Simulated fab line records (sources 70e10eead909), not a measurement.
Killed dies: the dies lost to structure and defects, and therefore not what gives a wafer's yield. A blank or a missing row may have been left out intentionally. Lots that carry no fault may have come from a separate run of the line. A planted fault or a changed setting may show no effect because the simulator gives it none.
fab line records	flow nand_harc
record: lots: 24	wafers: 72	last_day: 33
route steps=1302 shown A_M0@1158 A_M1@1181 A_BONDPAD@1202
lots untouched by any fault: they come from a run of this same line in which no faults occurred
start_h: hours from the record's first day to the start of the lot's first wafer shown	wait_h: hours from the lot's prior step to this one	" same as the row above	L1.1+2: a single row standing in for several wafers	- no value present, or no start provided	* or withheld: withheld	< > ~ a bound
route shown NAME@n: a module of which the file shows steps, and the number in the route of the first	usual: mean/standard deviation of fault-free wafers	same: alike in all rows	chamber/n: place in a boat	sites: each site's reading	_std_site: the values' standard deviation	_edge_site: outer sites' mean less inner sites'	radius_mm: for every site, how far away it sits from the centre of the wafer	mask NAME#n: copy n	behind: the tool/chamber that last shaped the wafer	hold: why the lot went on hold/how many hours it stayed there/how the hold came to an end	device: transistor that didn't switch, given as n, p or np	end of line: the tests these same wafers got at the end of their route	where a step has no rows: the recipe by itself	killed: count of dies lost to structure and defects at first sort (not the wafer's yield)	map: dies across one wafer; x = killed, . = not, _ = none there
set.NAME: the setting that was run; set.NAME@STEP: the one run at that earlier step	model.NAME: the simulator's own value behind a step, which no gauge read
a sample of lots followed through the steps of the route, with each step as a table and each wafer as a row
services: a tool's chamber out of use, with start hour (start_h, from the record's first day; less than 0 if before it), hours out, and reason
== steps ==
step: NHARC_A_M0_PVD_20
recipe: target_thk_a: 50	bias_v: 168.6	power_w: 15000	chamber_pressure_pa: 0.12	time_s: 8.06	substrate_temp_c: 50	material: TaN
usual: throttle_valve_pct: 30.3/1
lot.wafer	tool	chamber	start_h	wait_h	throttle_valve_pct
L075.3	pvd_sputter-02	-	-	-	30.7
L075.2	"	-	"	"	31.8
L075.6	"	-	"	"	32.2
L076.4	pvd_sputter-01	-	-	-	30.9
L076.1	"	-	"	"	28.3
L076.5	"	-	"	"	30.7
L074.4	pvd_sputter-03	-	-	-	30.9
L074.5	"	-	"	"	29.8
L074.6	"	-	"	"	30.9
L077.2	pvd_sputter-02	-	-	-	29.8
L077.4	"	-	"	"	30.7
L077.5	"	-	"	"	29.7
L078.1	pvd_sputter-02	-	-	-	32.0
L078.4	"	-	"	"	29.8
L078.5	"	-	"	"	29.4
L079.1	pvd_sputter-01	-	-	-	31.4
L079.3	"	-	"	"	30.8
L079.2	"	-	"	"	28.5
L080.2	pvd_sputter-03	-	-	-	29.9
L080.5	"	-	"	"	29.5
L080.6	"	-	"	"	30.0
L082.1	pvd_sputter-01	-	-	-	28.4
L082.4	"	-	"	"	32.0
L082.6	"	-	"	"	31.1
L081.1	pvd_sputter-03	-	-	-	29.3
L081.5	"	-	"	"	31.1
L081.6	"	-	"	"	28.9
L083.3	pvd_sputter-03	-	-	-	30.8
L083.2	"	-	"	"	28.7
L083.5	"	-	"	"	30.1
L085.4	pvd_sputter-01	-	-	-	28.8
L085.3	"	-	"	"	32.0
L085.1	"	-	"	"	31.5
L084.2	pvd_sputter-01	-	-	-	31.0
L084.3	"	-	"	"	32.1
L084.6	"	-	"	"	30.6
L086.3	pvd_sputter-01	-	-	-	30.7
L086.1	"	-	"	"	31.9
L086.4	"	-	"	"	31.8
L087.4	pvd_sputter-01	-	-	-	31.9
L087.6	"	-	"	"	31.8
L087.5	"	-	"	"	31.1
L090.1	pvd_sputter-02	-	-	-	31.8
L090.2	"	-	"	"	30.0
L090.6	"	-	"	"	29.6
L091.1	pvd_sputter-02	-	-	-	30.0
L091.2	"	-	"	"	31.7
L091.6	"	-	"	"	30.0
L088.2	pvd_sputter-02	-	-	-	31.8
L088.4	"	-	"	"	29.8
L088.5	"	-	"	"	31.6
L089.4	pvd_sputter-03	-	-	-	28.9
L089.2	"	-	"	"	30.9
L089.6	"	-	"	"	29.4
L092.3	pvd_sputter-02	-	-	-	31.5
L092.4	"	-	"	"	30.1
L092.5	"	-	"	"	31.5
L094.2	pvd_sputter-03	-	-	-	31.8
L094.1	"	-	"	"	29.8
L094.6	"	-	"	"	31.6
L093.4	pvd_sputter-03	-	-	-	29.2
L093.3	"	-	"	"	29.9
L093.5	"	-	"	"	29.9
L096.3	pvd_sputter-01	-	-	-	31.9
L096.1	"	-	"	"	30.7
L096.6	"	-	"	"	31.6
L095.2	pvd_sputter-03	-	-	-	29.6
L095.6	"	-	"	"	29.1
L095.5	"	-	"	"	29.7
L097.4	pvd_sputter-03	-	-	-	29.8
L097.3	"	-	"	"	31.8
L097.6	"	-	"	"	29.7
step: NHARC_A_M1_INSPECT_11
usual: raw_defect_count: 81/38
lot.wafer	tool	chamber	start_h	wait_h	raw_defect_count
L075.2	defect_inspect-02	-	533.79	0.0	90
L075.3	"	-	"	"	95
L075.6	"	-	"	"	100
L076.1	defect_inspect-01	-	541.37	0.0	70
L076.4	"	-	"	"	78
L076.5	"	-	"	"	76
L074.4	defect_inspect-02	-	541.65	0.0	49
L074.5	"	-	"	"	48
L074.6	"	-	"	"	33
L077.2	defect_inspect-01	-	544.41	0.0	23
L077.4	"	-	"	"	36
L077.5	"	-	"	"	31
L078.1	defect_inspect-01	-	560.80	0.0	157
L078.4	"	-	"	"	148
L078.5	"	-	"	"	140
L079.1	defect_inspect-02	-	566.39	0.0	30
L079.2	"	-	"	"	28
L079.3	"	-	"	"	27
L080.2	defect_inspect-01	-	579.79	0.0	105
L080.5	"	-	"	"	113
L080.6	"	-	"	"	133
L082.1	defect_inspect-02	-	600.07	0.0	82
L082.4	"	-	"	"	87
L082.6	"	-	"	"	91
L081.1	defect_inspect-01	-	604.10	0.0	115
L081.5	"	-	"	"	124
L081.6	"	-	"	"	108
L083.2	defect_inspect-02	-	611.63	0.0	28
L083.3	"	-	"	"	31
L083.5	"	-	"	"	41
L085.1	defect_inspect-01	-	648.51	0.0	64
L085.3	"	-	"	"	73
L085.4	"	-	"	"	66
L084.2	defect_inspect-01	-	651.90	0.0	39
L084.3	"	-	"	"	34
L084.6	"	-	"	"	34
L086.1	defect_inspect-01	-	656.92	0.0	131
L086.3	"	-	"	"	118
L086.4	"	-	"	"	126
L087.4	defect_inspect-02	-	659.51	0.0	19
L087.5	"	-	"	"	31
L087.6	"	-	"	"	35
L090.1	defect_inspect-01	-	689.36	0.0	109
L090.2	"	-	"	"	105
L090.6	"	-	"	"	97
L091.1	defect_inspect-01	-	694.52	0.0	111
L091.2	"	-	"	"	121
L091.6	"	-	"	"	112
L088.2	defect_inspect-01	-	694.70	0.0	49
L088.4	"	-	"	"	62
L088.5	"	-	"	"	58
L089.2	defect_inspect-01	-	696.46	0.0	28
L089.4	"	-	"	"	23
L089.6	"	-	"	"	30
L092.3	defect_inspect-01	-	713.97	0.0	121
L092.4	"	-	"	"	118
L092.5	"	-	"	"	93
L094.1	defect_inspect-01	-	717.89	0.0	66
L094.2	"	-	"	"	58
L094.6	"	-	"	"	67
L093.3	defect_inspect-01	-	720.15	0.0	121
L093.4	"	-	"	"	119
L093.5	"	-	"	"	101
L096.1	defect_inspect-01	-	723.54	0.0	108
L096.3	"	-	"	"	126
L096.6	"	-	"	"	128
L095.2	defect_inspect-01	-	727.34	0.0	84
L095.5	"	-	"	"	103
L095.6	"	-	"	"	82
L097.3	defect_inspect-01	-	757.60	0.0	96
L097.4	"	-	"	"	120
L097.6	"	-	"	"	126
step: NHARC_A_M1_DESCUM_14
recipe: time_s: 3	o2_flow_sccm: 200	ar_flow_sccm: 0	bias_power_w: 0	chemistry: O2
usual: drypump_motor_current_A: 5.6/0.43	oes_product_au: 1.003/0.011	rf_vpp_V: 57.6/0.85	showerhead_plenum_p_Torr: 1.87/0.08	throttle_valve_pct: 11.312/0.0097
lot.wafer	tool	chamber	start_h	wait_h	drypump_motor_current_A	oes_product_au	rf_hours_counter_h	rf_vpp_V	showerhead_plenum_p_Torr	throttle_valve_pct
L075.2	rie_diel-10	0	533.85	0.1	5.6	1.014	3.8	58.7	2.05	11.313
L075.3	"	1	"	"	5.5	1.009	3.7	57.5	1.87	11.309
L075.6	"	1	"	"	5.5	1.026	-	58.7	1.87	11.313
L076.1	rie_diel-04	2	541.43	0.1	6.2	1.001	0	58.6	1.82	11.284
L076.4	"	0	"	"	5.7	1.016	0	57.3	1.93	11.324
L076.5	"	3	"	"	6.5	0.994	-	56.7	1.87	11.308
L074.4	rie_diel-10	0	541.72	0.1	5.6	1.022	4.4	58.8	2.05	11.313
L074.6	"	3	"	"	5.0	1.013	-	57.4	1.80	11.319
L074.5	"	0	"	"	5.6	1.029	-	58.9	2.05	11.316
L077.2	rie_diel-10	3	544.49	0.1	5.0	1.011	4.6	58.8	1.79	11.304
L077.4	"	0	"	"	5.6	1.017	4.5	58.8	2.05	11.313
L077.5	"	1	"	"	5.5	1.013	-	56.4	1.87	11.313
L078.4	rie_diel-07	1	560.86	0.1	5.0	0.993	4.5	56.7	1.91	11.316
L078.1	"	2	"	"	5.3	0.999	4.6	57.5	1.80	11.314
L078.5	"	0	"	"	5.6	1.005	-	56.2	1.83	11.318
L079.3	rie_diel-10	2	566.45	0.1	5.3	0.999	3.8	57.1	1.84	11.314
L079.1	"	0	"	"	5.6	1.006	5.2	57.6	2.05	11.312
L079.2	"	1	"	"	5.5	1.008	5.0	58.4	1.87	11.313
L080.2	rie_diel-10	0	579.87	0.1	5.6	1.015	5.4	57.8	2.05	11.308
L080.6	"	1	"	"	5.5	1.020	-	57.0	1.87	11.310
L080.5	"	2	"	"	5.3	1.001	-	58.0	1.84	11.320
L082.4	rie_diel-07	0	600.13	0.1	5.6	1.000	7.7	58.7	1.83	11.307
L082.1	"	1	"	"	5.1	0.983	8.0	56.8	1.91	11.316
L082.6	"	1	"	"	5.1	0.977	-	57.3	1.91	11.328
L081.1	rie_diel-04	2	604.18	0.1	6.2	0.997	3.2	56.6	1.82	11.322
L081.5	"	2	"	"	6.2	0.990	-	57.0	1.82	11.303
L081.6	"	3	"	"	6.5	1.000	-	58.8	1.87	11.308
L083.2	rie_diel-04	2	611.69	0.1	6.2	0.996	3.7	56.8	1.82	11.298
L083.3	"	0	"	"	5.7	0.997	3.9	59.0	1.93	11.315
L083.5	"	2	"	"	6.1	1.006	-	57.7	1.82	11.335
L085.4	rie_diel-10	2	648.57	0.1	5.3	0.997	0.8	57.2	1.83	11.315
L085.1	"	3	"	"	5.0	1.004	0.6	58.4	1.79	11.316
L085.3	"	1	"	"	5.5	1.011	1.0	58.0	1.87	11.314
L084.2	rie_diel-10	1	651.97	0.1	5.5	1.005	1.2	59.0	1.87	11.326
L084.3	"	3	"	"	5.0	1.013	0.7	57.0	1.79	11.317
L084.6	"	1	"	"	5.6	1.017	-	57.6	1.87	11.326
L086.1	rie_diel-04	2	656.99	0.1	6.2	1.003	6.9	58.5	1.82	11.303
L086.3	"	3	"	"	6.4	1.000	7.5	57.8	1.87	11.319
L086.4	"	0	"	"	5.7	0.990	7.3	57.8	1.93	11.306
L087.4	rie_diel-10	3	659.58	0.1	5.0	1.010	0.8	57.4	1.79	11.305
L087.5	"	2	"	"	5.3	0.998	-	57.5	1.84	11.326
L087.6	"	3	"	"	5.0	1.017	-	56.9	1.79	11.307
L090.1	rie_diel-07	3	689.43	0.1	5.7	0.996	2.4	57.5	1.83	11.330
L090.2	"	1	"	"	5.1	0.988	1.9	57.0	1.90	11.312
L090.6	"	2	"	"	5.3	1.007	-	58.5	1.80	11.326
L091.1	rie_diel-10	3	694.59	0.1	5.0	1.001	1.6	57.4	1.79	11.312
L091.2	"	1	"	"	5.6	1.021	1.9	57.8	1.87	11.308
L091.6	"	2	"	"	5.3	0.993	-	58.2	1.83	11.323
L088.4	rie_diel-04	0	694.76	0.1	5.7	0.994	8.8	59.6	1.93	11.318
L088.2	"	3	"	"	6.5	0.999	8.9	58.4	1.87	11.302
L088.5	"	1	"	"	6.1	0.989	-	57.6	1.78	11.324
L089.4	rie_diel-04	2	696.52	0.1	6.1	1.001	8.5	57.9	1.82	11.313
L089.2	"	3	"	"	6.5	1.007	9.0	56.5	1.87	11.311
L089.6	"	3	"	"	6.5	1.012	-	57.3	1.87	11.296
L092.4	rie_diel-10	2	714.04	0.1	5.3	0.996	1.9	57.8	1.83	11.309
L092.3	"	3	"	"	5.0	1.000	1.8	57.8	1.79	11.315
L092.5	"	0	"	"	5.6	1.020	-	56.9	2.05	11.324
L094.2	rie_diel-10	2	717.96	0.1	5.3	0.997	2.0	58.4	1.83	11.306
L094.1	"	1	"	"	5.6	1.004	2.4	58.7	1.87	11.317
L094.6	"	2	"	"	5.3	0.987	-	58.0	1.83	11.320
L093.3	rie_diel-04	0	720.20	0.1	5.7	1.011	0.1	58.3	1.93	11.301
L093.4	"	1	"	"	6.1	0.989	0.1	57.9	1.78	11.317
L093.5	"	0	"	"	5.7	1.010	-	58.5	1.93	11.293
L096.3	rie_diel-10	2	723.62	0.1	5.3	0.984	2.7	57.6	1.83	11.291
L096.1	"	0	"	"	5.6	1.013	3.1	58.0	2.05	11.308
L096.6	"	2	"	"	5.3	0.985	-	58.3	1.83	11.317
L095.2	rie_diel-07	0	727.40	0.1	5.6	1.005	5.2	55.6	1.83	11.309
L095.6	"	0	"	"	5.7	0.994	-	57.0	1.83	11.312
L095.5	"	1	"	"	5.1	1.003	-	58.3	1.90	11.287
L097.4	rie_diel-10	1	757.68	0.1	5.5	1.018	4.0	58.1	1.87	11.326
L097.3	"	2	"	"	5.3	0.988	3.8	58.4	1.83	11.318
L097.6	"	0	"	"	5.6	1.013	-	58.7	2.05	11.324
step: NHARC_A_M1_PRE_CLEAN_30
recipe: time_s: 30	temp_c: 280	gas: H2/He
usual: heater_power_w: 398/47
lot.wafer	tool	chamber	start_h	wait_h	heater_power_w
L075.3	pvd_sputter-02	-	-	-	310
L075.2	"	-	"	"	355
L075.6	"	-	"	"	432
L076.1	pvd_sputter-03	-	-	-	433
L076.4	"	-	"	"	451
L076.5	"	-	"	"	425
L074.4	pvd_sputter-02	-	-	-	348
L074.5	"	-	"	"	294
L074.6	"	-	"	"	428
L077.2	pvd_sputter-03	-	-	-	423
L077.4	"	-	"	"	449
L077.5	"	-	"	"	421
L078.1	pvd_sputter-03	-	-	-	414
L078.4	"	-	"	"	454
L078.5	"	-	"	"	419
L079.3	pvd_sputter-01	-	-	-	365
L079.1	"	-	"	"	409
L079.2	"	-	"	"	431
L080.2	pvd_sputter-02	-	-	-	431
L080.6	"	-	"	"	476
L080.5	"	-	"	"	346
L082.4	pvd_sputter-01	-	-	-	447
L082.1	"	-	"	"	410
L082.6	"	-	"	"	428
L081.1	pvd_sputter-03	-	-	-	445
L081.6	"	-	"	"	416
L081.5	"	-	"	"	432
L083.3	pvd_sputter-03	-	-	-	321
L083.2	"	-	"	"	426
L083.5	"	-	"	"	426
L085.1	pvd_sputter-01	-	-	-	436
L085.4	"	-	"	"	363
L085.3	"	-	"	"	430
L084.2	pvd_sputter-01	-	-	-	433
L084.3	"	-	"	"	423
L084.6	"	-	"	"	425
L086.3	pvd_sputter-03	-	-	-	447
L086.4	"	-	"	"	335
L086.1	"	-	"	"	424
L087.4	pvd_sputter-01	-	-	-	414
L087.5	"	-	"	"	371
L087.6	"	-	"	"	412
L090.2	pvd_sputter-02	-	-	-	342
L090.1	"	-	"	"	290
L090.6	"	-	"	"	450
L091.2	pvd_sputter-01	-	-	-	440
L091.1	"	-	"	"	361
L091.6	"	-	"	"	434
L088.2	pvd_sputter-02	-	-	-	456
L088.4	"	-	"	"	348
L088.5	"	-	"	"	463
L089.4	pvd_sputter-03	-	-	-	448
L089.2	"	-	"	"	423
L089.6	"	-	"	"	324
L092.4	pvd_sputter-01	-	-	-	438
L092.3	"	-	"	"	354
L092.5	"	-	"	"	434
L094.1	pvd_sputter-01	-	-	-	411
L094.2	"	-	"	"	438
L094.6	"	-	"	"	351
L093.4	pvd_sputter-03	-	-	-	465
L093.3	"	-	"	"	420
L093.5	"	-	"	"	475
L096.3	pvd_sputter-01	-	-	-	361
L096.1	"	-	"	"	436
L096.6	"	-	"	"	419
L095.2	pvd_sputter-01	-	-	-	425
L095.6	"	-	"	"	419
L095.5	"	-	"	"	369
L097.4	pvd_sputter-03	-	-	-	465
L097.3	"	-	"	"	409
L097.6	"	-	"	"	471
step: NHARC_A_M1_DEP_33
recipe: target_thk_a: 300	temp_c: 370	target_thk_nm: 30	pressure_torr: 3	flow_sccm: 200	rf_w: 450	material: SiCN
usual: heater_power_w: 572/57
lot.wafer	tool	chamber	start_h	wait_h	heater_power_w
L075.3	pecvd-03	1	536.68	0.1	529
L075.2	"	0	"	"	582
L075.6	"	2	"	"	496
L076.1	pecvd-01	2	544.19	0.1	614
L076.5	"	1	"	"	661
L076.4	"	0	"	"	705
L074.5	pecvd-02	0	544.62	0.2	460
L074.6	"	1	"	"	559
L074.4	"	2	"	"	526
L077.2	pecvd-01	1	547.23	0.1	649
L077.4	"	0	"	"	644
L077.5	"	2	"	"	646
L078.1	pecvd-03	1	563.60	0.1	526
L078.5	"	1	"	"	524
L078.4	"	0	"	"	574
L079.1	pecvd-03	1	569.20	0.1	543
L079.2	"	2	"	"	457
L079.3	"	0	"	"	588
L080.2	pecvd-02	2	582.60	0.1	610
L080.6	"	1	"	"	583
L080.5	"	0	"	"	508
L082.1	pecvd-02	2	603.11	0.1	599
L082.6	"	0	"	"	538
L082.4	"	1	"	"	636
L081.1	pecvd-03	1	607.02	0.1	578
L081.6	"	1	"	"	577
L081.5	"	2	"	"	487
L083.3	pecvd-03	0	614.42	0.1	566
L083.2	"	2	"	"	536
L083.5	"	2	"	"	525
L085.3	pecvd-01	0	651.29	0.1	594
L085.1	"	2	"	"	574
L085.4	"	0	"	"	590
L084.3	pecvd-03	2	654.72	0.1	519
L084.2	"	0	"	"	578
L084.6	"	2	"	"	527
L086.1	pecvd-01	2	659.71	0.1	652
L086.3	"	0	"	"	689
L086.4	"	2	"	"	647
L087.6	pecvd-03	0	662.41	0.2	495
L087.5	"	1	"	"	499
L087.4	"	2	"	"	510
L090.1	pecvd-03	2	692.26	0.1	513
L090.2	"	1	"	"	578
L090.6	"	0	"	"	582
L091.2	pecvd-03	1	697.58	0.1	494
L091.1	"	2	"	"	524
L091.6	"	1	"	"	505
L088.2	pecvd-02	2	697.63	0.1	591
L088.4	"	2	"	"	602
L088.5	"	1	"	"	572
L089.2	pecvd-02	1	699.36	0.1	546
L089.4	"	0	"	"	542
L089.6	"	1	"	"	552
L092.3	pecvd-01	1	716.80	0.1	593
L092.5	"	1	"	"	590
L092.4	"	2	"	"	608
L094.2	pecvd-01	0	720.71	0.1	663
L094.1	"	1	"	"	575
L094.6	"	1	"	"	584
L093.3	pecvd-02	0	723.08	0.1	497
L093.4	"	1	"	"	575
L093.5	"	2	"	"	595
L096.3	pecvd-01	1	726.38	0.1	618
L096.1	"	2	"	"	548
L096.6	"	0	"	"	644
L095.2	pecvd-02	1	730.15	0.1	641
L095.5	"	1	"	"	644
L095.6	"	2	"	"	521
L097.3	pecvd-03	1	760.44	0.1	519
L097.4	"	1	"	"	516
L097.6	"	2	"	"	565
step: NHARC_A_BONDPAD_DEP_00
recipe: target_thk_a: 2500	temp_c: 370	target_thk_nm: 250	pressure_torr: 3	flow_sccm: 200	rf_w: 450	material: SiCN
usual: heater_power_w: 586/62
lot.wafer	tool	chamber	start_h	wait_h	heater_power_w
L075.3	pecvd-03	1	-	-	476
L075.2	"	2	"	"	509
L075.6	"	2	"	"	539
L076.1	pecvd-03	2	544.79	-	526
L076.4	"	0	"	"	607
L076.5	"	2	"	"	531
L074.4	pecvd-04	0	545.21	-	619
L074.5	"	1	"	"	618
L074.6	"	2	"	"	582
L077.2	pecvd-04	0	547.83	-	582
L077.5	"	1	"	"	700
L077.4	"	2	"	"	533
L078.1	pecvd-03	2	-	-	544
L078.4	"	2	"	"	560
L078.5	"	0	"	"	534
L079.3	pecvd-04	1	569.75	-	723
L079.1	"	2	"	"	589
L079.2	"	0	"	"	647
L080.2	pecvd-04	0	583.20	-	633
L080.6	"	2	"	"	595
L080.5	"	0	"	"	661
L082.1	pecvd-04	2	603.67	-	591
L082.4	"	0	"	"	608
L082.6	"	1	"	"	611
L081.1	pecvd-04	1	607.63	-	662
L081.5	"	2	"	"	592
L081.6	"	1	"	"	695
L083.3	pecvd-03	0	-	-	578
L083.2	"	1	"	"	542
L083.5	"	2	"	"	480
L085.1	pecvd-03	2	651.90	-	512
L085.3	"	1	"	"	497
L085.4	"	0	"	"	548
L084.3	pecvd-03	2	-	-	493
L084.2	"	1	"	"	593
L084.6	"	1	"	"	579
L086.1	pecvd-02	0	660.26	-	501
L086.3	"	1	"	"	564
L086.4	"	1	"	"	570
L087.5	pecvd-04	2	662.97	-	571
L087.6	"	0	"	"	608
L087.4	"	1	"	"	682
L090.2	pecvd-02	0	692.80	-	545
L090.1	"	2	"	"	532
L090.6	"	2	"	"	535
L091.2	pecvd-04	0	698.29	-	672
L091.1	"	1	"	"	708
L091.6	"	0	"	"	682
L088.2	pecvd-03	0	698.63	-	577
L088.4	"	2	"	"	442
L088.5	"	0	"	"	579
L089.2	pecvd-04	2	699.83	-	567
L089.6	"	0	"	"	654
L089.4	"	1	"	"	638
L092.3	pecvd-03	2	717.35	-	515
L092.4	"	2	"	"	510
L092.5	"	0	"	"	527
L094.1	pecvd-04	1	721.22	-	623
L094.2	"	2	"	"	620
L094.6	"	2	"	"	620
L093.3	pecvd-03	2	723.59	-	540
L093.4	"	1	"	"	593
L093.5	"	2	"	"	543
L096.1	pecvd-02	1	726.93	-	575
L096.3	"	2	"	"	536
L096.6	"	2	"	"	539
L095.2	pecvd-04	2	730.93	-	559
L095.6	"	1	"	"	658
L095.5	"	2	"	"	572
L097.3	pecvd-04	1	761.04	-	671
L097.4	"	0	"	"	679
L097.6	"	1	"	"	679
== services ==
tool	chamber	start_h	hours	kind
pecvd-02	2	510.30	6.1	repair
pvd_sputter-01	-	515.04	13.8	repair
rie_diel-10	2	519.01	21.2	repair
pvd_sputter-03	-	526.00	10.0	pm
rie_diel-04	-	531.90	9.0	pm
pecvd-03	-	547.29	13.0	pm
pvd_sputter-03	-	551.05	10.1	repair
pecvd-01	-	583.72	1.1	repair
pvd_sputter-02	-	586.16	43.5	repair
pecvd-02	-	589.84	13.0	pm
rie_diel-10	-	591.00	2.5	repair
rie_diel-10	-	596.50	9.0	pm
pvd_sputter-01	-	606.38	10.0	pm
pecvd-02	-	606.69	1.6	repair
pecvd-04	-	631.00	13.0	pm
pecvd-01	1	640.89	5.1	repair
pvd_sputter-02	-	642.42	10.0	pm
pecvd-02	-	648.36	2.3	repair
pecvd-02	0	662.13	4.9	repair
pvd_sputter-03	-	689.47	3.3	repair
pvd_sputter-01	-	689.86	4.0	repair
pvd_sputter-03	-	704.00	10.0	pm
pvd_sputter-02	-	718.68	56.1	repair
pecvd-03	-	728.29	13.0	pm
== key ==
fault none
